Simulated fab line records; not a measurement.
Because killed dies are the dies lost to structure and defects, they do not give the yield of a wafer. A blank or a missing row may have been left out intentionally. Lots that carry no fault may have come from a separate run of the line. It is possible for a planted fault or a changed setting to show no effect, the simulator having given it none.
Which tool was responsible? :: flow n5_finfet :: 9 lots with 26 wafers sampled at 5 steps, on a route of 1938 steps

== WHAT THE GAUGES READ, wafer by wafer ==
N5_BEOL_M1_CD_MEAS_18: pitch 36 nm, target cd 18 nm. Usual: cd_nm reads 18.0 nm (standard deviation 0.31).
lot: L508
measured: day 6 21:58
on: cd_sem-02
cd_nm (nm): 18.0 17.8 18.3
flag: 

lot: L506
measured: day 7 00:02
on: cd_sem-01
cd_nm (nm): 17.9 17.8 18.0
flag: 

lot: L511
measured: day 7 15:14
on: cd_sem-01
cd_nm (nm): 17.8 17.9 18.1
flag: 

lot: L512
measured: day 8 02:13
on: cd_sem-02
cd_nm (nm): 17.9 17.8 18.0
flag: 

lot: L517
measured: day 9 03:41
on: cd_sem-01
cd_nm (nm): 17.8 18.1
flag: 

lot: L520
measured: day 9 22:12
on: cd_sem-02
cd_nm (nm): 18.3 17.9 18.6
flag: 

lot: L521
measured: day 9 23:53
on: cd_sem-01
cd_nm (nm): 17.8 16.9 18.1
flag: 

lot: L527
measured: day 11 03:57
on: cd_sem-03
cd_nm (nm): 17.9 17.9 18.3
flag: 

lot: L528
measured: day 11 12:05
on: cd_sem-03
cd_nm (nm): 17.8 18.2 17.6
flag: 

N5_BEOL_M4_RC_MEAS_101. Usual: DIBL_N 36.4 mV/V, standard deviation 1.6; DIBL_P 36.2 mV/V, standard deviation 1.8; IOFF_N 0.159 nA/um, standard deviation 0.029; IOFF_P 0.21 nA/um, standard deviation 0.034; ION_N 670 uA/um, standard deviation 12; ION_P 459 uA/um, standard deviation 8.2; SS_N 71.5 mV/dec, standard deviation 0.59; SS_P 73.2 mV/dec, standard deviation 0.54; VT_N 250 mV, standard deviation 3.3; VT_P -250 mV, standard deviation 3.7.
lot: L508
measured: day 9 12:06
on: prober-02
DIBL_N (mV/V): 34.8 37.0 36.3
DIBL_P (mV/V): 33.3 35.7 34.5
IOFF_N (nA/um): 0.133 0.170 0.144
IOFF_P (nA/um): 0.20 0.24 0.22
ION_N (uA/um): 674 685 658
ION_P (uA/um): 465 464 459
SS_N (mV/dec): 70.2 71.5 71.6
SS_P (mV/dec): 73.3 72.6 73.3
VT_N (mV): 252 248 252
VT_P (mV): -249 -247 -247
flag: 

lot: L506
measured: day 8 20:48
on: prober-02
DIBL_N (mV/V): 35.8 36.6 36.6
DIBL_P (mV/V): 37.4 37.3 37.5
IOFF_N (nA/um): 0.150 0.153 0.164
IOFF_P (nA/um): 0.20 0.20 0.21
ION_N (uA/um): 673 659 671
ION_P (uA/um): 460 447 459
SS_N (mV/dec): 71.2 71.3 71.5
SS_P (mV/dec): 73.4 73.6 73.1
VT_N (mV): 248 251 251
VT_P (mV): -251 -252 -254
flag: 

lot: L511
measured: day 10 01:51
on: prober-02
DIBL_N (mV/V): 33.8 38.0 36.7
DIBL_P (mV/V): 34.1 39.1 37.2
IOFF_N (nA/um): 0.128 0.205 0.165
IOFF_P (nA/um): 0.17 0.24 0.19
ION_N (uA/um): 663 686 679
ION_P (uA/um): 456 462 464
SS_N (mV/dec): 71.1 72.1 71.7
SS_P (mV/dec): 72.2 73.4 73.5
VT_N (mV): 251 247 248
VT_P (mV): -250 -246 -254
flag: 

lot: L512
measured: day 10 00:43
on: prober-01
DIBL_N (mV/V): 35.7 37.6 37.2
DIBL_P (mV/V): 36.0 38.7 38.2
IOFF_N (nA/um): 0.152 0.200 0.187
IOFF_P (nA/um): 0.24 0.28 0.27
ION_N (uA/um): 668 680 688
ION_P (uA/um): 469 470 472
SS_N (mV/dec): 71.6 71.9 72.0
SS_P (mV/dec): 73.0 73.7 74.3
VT_N (mV): 248 246 244
VT_P (mV): -247 -248 -246
flag: 

lot: L517
measured: day 11 19:54
on: prober-01
DIBL_N (mV/V): 37.5 36.5
DIBL_P (mV/V): 36.6 36.5
IOFF_N (nA/um): 0.162 0.153
IOFF_P (nA/um): 0.19 0.20
ION_N (uA/um): 655 663
ION_P (uA/um): 444 457
SS_N (mV/dec): 71.5 71.3
SS_P (mV/dec): 73.4 73.3
VT_N (mV): 254 250
VT_P (mV): -254 -253
flag: 

lot: L520
measured: day 11 18:23
on: prober-02
DIBL_N (mV/V): 35.5 35.2 36.1
DIBL_P (mV/V): 35.8 35.1 32.9
IOFF_N (nA/um): 0.130 0.126 0.127
IOFF_P (nA/um): 0.20 0.18 0.15
ION_N (uA/um): 656 668 643
ION_P (uA/um): 452 461 445
SS_N (mV/dec): 71.0 70.8 72.0
SS_P (mV/dec): 73.0 72.8 72.8
VT_N (mV): 253 254 256
VT_P (mV): -251 -252 -255
flag: 

lot: L521
measured: day 12 21:51
on: prober-02
DIBL_N (mV/V): 34.7 36.9 36.5
DIBL_P (mV/V): 34.2 36.8 35.8
IOFF_N (nA/um): 0.115 0.151 0.152
IOFF_P (nA/um): 0.17 0.23 0.20
ION_N (uA/um): 649 661 657
ION_P (uA/um): 448 456 452
SS_N (mV/dec): 70.8 71.6 70.8
SS_P (mV/dec): 72.9 73.2 73.2
VT_N (mV): 254 249 252
VT_P (mV): -255 -250 -253
flag: 

lot: L527
measured: day 13 23:15
on: prober-02
DIBL_N (mV/V): 35.5 38.6 36.9
DIBL_P (mV/V): 34.9 39.7 37.1
IOFF_N (nA/um): 0.113 0.190 0.152
IOFF_P (nA/um): 0.14 0.20 0.16
ION_N (uA/um): 649 673 675
ION_P (uA/um): 443 453 455
SS_N (mV/dec): 71.2 72.2 71.9
SS_P (mV/dec): 72.3 73.7 72.9
VT_N (mV): 257 250 251
VT_P (mV): -262 -253 -258
flag: 

lot: L528
measured: day 14 19:29
on: prober-01
DIBL_N (mV/V): 36.1 37.3 33.1
DIBL_P (mV/V): 37.1 39.1 34.9
IOFF_N (nA/um): 0.157 0.196 0.117
IOFF_P (nA/um): 0.22 0.26 0.19
ION_N (uA/um): 657 689 652
ION_P (uA/um): 458 472 460
SS_N (mV/dec): 71.7 71.7 70.8
SS_P (mV/dec): 73.4 73.6 72.5
VT_N (mV): 253 247 253
VT_P (mV): -250 -248 -250
flag: 

== WHAT TOOL EACH LOT RAN ON (gives the tool, then ch and the chambers of the sampled wafers, and finally the start) ==
lot: L508
N5_BEOL_M1_STRIP_19: rie_diel-02 ch 0,2,3, day 6 21:55
N5_BEOL_M1_ETCH_77: rie_diel-04 ch 0,1,2, day 6 22:27
N5_BEOL_M1_ETCHBACK_99: rie_diel-04 ch 0,1,2, day 6 23:37

lot: L506
N5_BEOL_M1_STRIP_19: rie_diel-04 ch 0,1,2, day 6 23:58
N5_BEOL_M1_ETCH_77: rie_diel-05 ch 0,1,3, day 7 00:31
N5_BEOL_M1_ETCHBACK_99: rie_diel-04 ch 1,3, day 7 02:53

lot: L511
N5_BEOL_M1_STRIP_19: rie_diel-05 ch 0,2,3, day 7 15:10
N5_BEOL_M1_ETCH_77: rie_diel-02 ch 1,2,3, day 7 15:44
N5_BEOL_M1_ETCHBACK_99: rie_diel-02 ch 0,1,2, day 7 17:22

lot: L512
N5_BEOL_M1_STRIP_19: rie_diel-05 ch 0,1, day 8 02:09
N5_BEOL_M1_ETCH_77: rie_diel-05 ch 0,3, day 8 03:19
N5_BEOL_M1_ETCHBACK_99: rie_diel-04 ch 0,1, day 8 06:40

lot: L517
N5_BEOL_M1_STRIP_19: rie_diel-04 ch 2,3, day 9 03:37
N5_BEOL_M1_ETCH_77: rie_diel-02 ch 1,3, day 9 04:10
N5_BEOL_M1_ETCHBACK_99: rie_diel-04 ch 0,2, day 9 11:54

lot: L520
N5_BEOL_M1_STRIP_19: rie_diel-04 ch 2,3, day 9 22:08
N5_BEOL_M1_ETCH_77: rie_diel-02 ch 0,2,3, day 9 23:04
N5_BEOL_M1_ETCHBACK_99: rie_diel-02 ch 0,1,3, day 9 23:59

lot: L521
N5_BEOL_M1_STRIP_19: rie_diel-04 ch 0,2,3, day 9 23:49
N5_BEOL_M1_ETCH_77: rie_diel-02 ch 0,1,2, day 10 00:23
N5_BEOL_M1_ETCHBACK_99: rie_diel-02 ch 1,2, day 10 14:22

lot: L527
N5_BEOL_M1_STRIP_19: rie_diel-02 ch 0,1,3, day 11 03:53
N5_BEOL_M1_ETCH_77: rie_diel-02 ch 1,2,3, day 11 04:26
N5_BEOL_M1_ETCHBACK_99: rie_diel-02 ch 0,1,3, day 11 05:25

lot: L528
N5_BEOL_M1_STRIP_19: rie_diel-02 ch 0,1,2, day 11 12:01
N5_BEOL_M1_ETCH_77: rie_diel-02 ch 0,1,2, day 11 12:42
N5_BEOL_M1_ETCHBACK_99: rie_diel-02 ch 0,1, day 11 15:16
- N5_BEOL_M1_STRIP_19: strips in O2.
- N5_BEOL_M1_ETCH_77: etches underlayer in N2/H2, target depth 6.5 nm, time 5.2 s.
- N5_BEOL_M1_ETCHBACK_99: etches SiO2 in CHF3, target depth 5 nm, time 10.4 s.

== AS READ BY THE TOOLS THEMSELVES (means over the sampled wafers that have a number; for cases with no such wafer, the mark the record gives instead) ==
N5_BEOL_M1_STRIP_19. Usual: drypump_motor_current_A 5.6 A, standard deviation 0.5; oes_product_au 0.81 a.u., standard deviation 0.088; rf_vpp_V 3.7 V, standard deviation 0.47; showerhead_plenum_p_Torr 2.11 Torr, standard deviation 0.087; throttle_valve_pct 16.76 %, standard deviation 0.18.
lot: L508
tool: rie_diel-02
drypump_motor_current_A (A): 5.8
oes_product_au (a.u.): 0.86
rf_vpp_V (V): 3.6
showerhead_plenum_p_Torr (Torr): 2.13
throttle_valve_pct (%): 16.68
flag: 

lot: L506
tool: rie_diel-04
drypump_motor_current_A (A): 5.4
oes_product_au (a.u.): 0.76
rf_vpp_V (V): 4.0
showerhead_plenum_p_Torr (Torr): 2.08
throttle_valve_pct (%): 16.82
flag: 

lot: L511
tool: rie_diel-05
drypump_motor_current_A (A): 5.6
oes_product_au (a.u.): 0.81
rf_vpp_V (V): 4.0
showerhead_plenum_p_Torr (Torr): 2.08
throttle_valve_pct (%): 16.66
flag: 

lot: L512
tool: rie_diel-05
drypump_motor_current_A (A): 5.7
oes_product_au (a.u.): 0.70
rf_vpp_V (V): 3.4
showerhead_plenum_p_Torr (Torr): 2.02
throttle_valve_pct (%): 16.83
flag: 

lot: L517
tool: rie_diel-04
drypump_motor_current_A (A): 6.2
oes_product_au (a.u.): 0.82
rf_vpp_V (V): 3.9
showerhead_plenum_p_Torr (Torr): 2.12
throttle_valve_pct (%): 16.88
flag: 

lot: L520
tool: rie_diel-04
drypump_motor_current_A (A): 6.1
oes_product_au (a.u.): 0.82
rf_vpp_V (V): 3.7
showerhead_plenum_p_Torr (Torr): 2.14
throttle_valve_pct (%): 16.86
flag: 

lot: L521
tool: rie_diel-04
drypump_motor_current_A (A): 5.7
oes_product_au (a.u.): 0.85
rf_vpp_V (V): 3.8
showerhead_plenum_p_Torr (Torr): 2.16
throttle_valve_pct (%): 16.76
flag: 

lot: L527
tool: rie_diel-02
drypump_motor_current_A (A): 5.5
oes_product_au (a.u.): 0.83
rf_vpp_V (V): 3.6
showerhead_plenum_p_Torr (Torr): 2.06
throttle_valve_pct (%): 16.77
flag: 

lot: L528
tool: rie_diel-02
drypump_motor_current_A (A): 5.5
oes_product_au (a.u.): 0.81
rf_vpp_V (V): 4.0
showerhead_plenum_p_Torr (Torr): 2.12
throttle_valve_pct (%): 16.75
flag: 

N5_BEOL_M1_ETCH_77. Usual: drypump_motor_current_A 5.6 A, standard deviation 0.46; etch_rf_on_time_s 5.18 s, standard deviation 0.14; oes_product_au 0.69 a.u., standard deviation 0.084; rf_vpp_V 524 V, standard deviation 3.1; showerhead_plenum_p_Torr 2.56 Torr, standard deviation 0.1; throttle_valve_pct 18.01 %, standard deviation 0.18.
lot: L508
tool: rie_diel-04
drypump_motor_current_A (A): 5.4
etch_rf_on_time_s (s): 5.23
oes_product_au (a.u.): 0.65
rf_vpp_V (V): 525
showerhead_plenum_p_Torr (Torr): 2.54
throttle_valve_pct (%): 17.99
flag: 

lot: L506
tool: rie_diel-05
drypump_motor_current_A (A): 5.8
etch_rf_on_time_s (s): 5.25
oes_product_au (a.u.): 0.64
rf_vpp_V (V): 523
showerhead_plenum_p_Torr (Torr): 2.56
throttle_valve_pct (%): 18.05
flag: 

lot: L511
tool: rie_diel-02
drypump_motor_current_A (A): 5.5
etch_rf_on_time_s (s): 5.02
oes_product_au (a.u.): 0.81
rf_vpp_V (V): 526
showerhead_plenum_p_Torr (Torr): 2.57
throttle_valve_pct (%): 17.91
flag: 

lot: L512
tool: rie_diel-05
drypump_motor_current_A (A): 5.6
etch_rf_on_time_s (s): 5.19
oes_product_au (a.u.): 0.64
rf_vpp_V (V): 523
showerhead_plenum_p_Torr (Torr): 2.52
throttle_valve_pct (%): 18.04
flag: 

lot: L517
tool: rie_diel-02
drypump_motor_current_A (A): 5.4
etch_rf_on_time_s (s): 4.97
oes_product_au (a.u.): 0.80
rf_vpp_V (V): 522
showerhead_plenum_p_Torr (Torr): 2.50
throttle_valve_pct (%): 17.95
flag: 

lot: L520
tool: rie_diel-02
drypump_motor_current_A (A): 5.8
etch_rf_on_time_s (s): 5.15
oes_product_au (a.u.): 0.70
rf_vpp_V (V): 524
showerhead_plenum_p_Torr (Torr): 2.58
throttle_valve_pct (%): 18.01
flag: 

lot: L521
tool: rie_diel-02
drypump_motor_current_A (A): 5.6
etch_rf_on_time_s (s): 5.14
oes_product_au (a.u.): 0.71
rf_vpp_V (V): 525
showerhead_plenum_p_Torr (Torr): 2.57
throttle_valve_pct (%): 17.96
flag: 

lot: L527
tool: rie_diel-02
drypump_motor_current_A (A): 5.6
etch_rf_on_time_s (s): 5.08
oes_product_au (a.u.): 0.75
rf_vpp_V (V): 525
showerhead_plenum_p_Torr (Torr): 2.56
throttle_valve_pct (%): 17.97
flag: 

lot: L528
tool: rie_diel-02
drypump_motor_current_A (A): 5.6
etch_rf_on_time_s (s): 5.15
oes_product_au (a.u.): 0.70
rf_vpp_V (V): 525
showerhead_plenum_p_Torr (Torr): 2.57
throttle_valve_pct (%): 18.00
flag: 

N5_BEOL_M1_ETCHBACK_99. Usual: drypump_motor_current_A 5.6 A, standard deviation 0.47; oes_product_au 0.82 a.u., standard deviation 0.096; rf_vpp_V 243 V, standard deviation 3.3; showerhead_plenum_p_Torr 2.17 Torr, standard deviation 0.083; throttle_valve_pct 17.16 %, standard deviation 0.18.
lot: L508
tool: rie_diel-04
drypump_motor_current_A (A): 5.4
oes_product_au (a.u.): 0.76
rf_vpp_V (V): 243
showerhead_plenum_p_Torr (Torr): 2.15
throttle_valve_pct (%): 17.28
flag: 

lot: L506
tool: rie_diel-04
drypump_motor_current_A (A): 5.5
oes_product_au (a.u.): 0.74
rf_vpp_V (V): 239
showerhead_plenum_p_Torr (Torr): 2.12
throttle_valve_pct (%): 17.28
flag: 

lot: L511
tool: rie_diel-02
drypump_motor_current_A (A): 5.6
oes_product_au (a.u.): 0.86
rf_vpp_V (V): 245
showerhead_plenum_p_Torr (Torr): 2.18
throttle_valve_pct (%): 17.10
flag: 

lot: L512
tool: rie_diel-04
drypump_motor_current_A (A): 4.9
oes_product_au (a.u.): 0.87
rf_vpp_V (V): 242
showerhead_plenum_p_Torr (Torr): 2.24
throttle_valve_pct (%): 16.99
flag: 

lot: L517
tool: rie_diel-04
drypump_motor_current_A (A): 5.5
oes_product_au (a.u.): 1.05
rf_vpp_V (V): 245
showerhead_plenum_p_Torr (Torr): 2.29
throttle_valve_pct (%): 17.09
flag: 

lot: L520
tool: rie_diel-02
drypump_motor_current_A (A): 5.5
oes_product_au (a.u.): 0.85
rf_vpp_V (V): 243
showerhead_plenum_p_Torr (Torr): 2.12
throttle_valve_pct (%): 17.18
flag: 

lot: L521
tool: rie_diel-02
drypump_motor_current_A (A): 5.6
oes_product_au (a.u.): 0.88
rf_vpp_V (V): 245
showerhead_plenum_p_Torr (Torr): 2.21
throttle_valve_pct (%): 16.98
flag: 

lot: L527
tool: rie_diel-02
drypump_motor_current_A (A): 5.5
oes_product_au (a.u.): 0.82
rf_vpp_V (V): 243
showerhead_plenum_p_Torr (Torr): 2.12
throttle_valve_pct (%): 17.19
flag: 

lot: L528
tool: rie_diel-02
drypump_motor_current_A (A): 5.5
oes_product_au (a.u.): 0.77
rf_vpp_V (V): 243
showerhead_plenum_p_Torr (Torr): 2.13
throttle_valve_pct (%): 17.31
flag: 

== THE ANSWER, worked out from the rows above alone ==
Rule: a lot is off if the mean of its wafers that have a number lies more than 3 standard deviations from the usual mean. A lot without any number at a reading at which 4 lots or more have one is off too. The other lots that the step has rows for count as sound. After the gauges, taken in route order, come the tools' own readings; for these a lot's mean is taken, as printed above. The first step at which some lot is off is used, and at that step the reading that is off furthest; a lot without a number counts as furthest.
No lot is off on any of the readings shown, so nothing can be concluded from this.

== WHAT THE SIMULATOR HAD PUT IN ==
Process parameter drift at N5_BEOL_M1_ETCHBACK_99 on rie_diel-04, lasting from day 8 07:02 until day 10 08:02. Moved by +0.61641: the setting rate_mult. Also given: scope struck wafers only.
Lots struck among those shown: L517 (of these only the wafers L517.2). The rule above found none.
